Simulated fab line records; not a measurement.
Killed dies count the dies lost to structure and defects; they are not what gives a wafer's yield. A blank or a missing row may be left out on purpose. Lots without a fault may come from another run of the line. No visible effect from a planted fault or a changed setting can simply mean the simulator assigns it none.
Chamber matching -- flow n5Finfet -- N5_BEOL_M5_PRE_CLEAN_77 on cvdCo-02: 3 sister chambers
The step time 15 s. 3 wafers are shown with their chamber, then 12 later ones without.

== WAFERS PAIRED WITH THEIR CHAMBERS ==
wafer,chamber,heaterPowerW (W)
L091.1,2,62
L091.2,1,92
L091.6,0,102

== WAFERS WITH NO CHAMBER GIVEN ==
wafer,heaterPowerW (W)
L092.1,93
L092.3,65
L092.4,104
L094.1,63
L094.2,92
L094.3,103
L095.2,64
L095.3,101
L095.5,62
L096.2,93
L096.4,92
L096.5,63

== WHICH CHAMBER EACH ONE RAN IN ==
wafer,from the rows above,in truth
L092.1,1,1
L092.3,2,2
L092.4,0,0
L094.1,2,2
L094.2,1,1
L094.3,0,0
L095.2,2,2
L095.3,0,0
L095.5,2,2
L096.2,1,1
L096.4,1,1
L096.5,2,2
Placed correctly: 12 of 12. From these rows, 0 cannot be placed. 0 placed wrongly.
How it was worked out, from the rows above alone: a wafer's distance from a chamber is the root of the sum, over the readings, of the square of ((its reading less the chamber's mean) divided by the reading's scatter). The wafer belongs to the nearest chamber; if the next one is less than 2 further off, it can't be placed. A chamber's mean is the mean of its shown wafers. The scatter: with one shown wafer a chamber, the root of the mean of the squares of how far each hidden wafer lies from its nearest shown one.
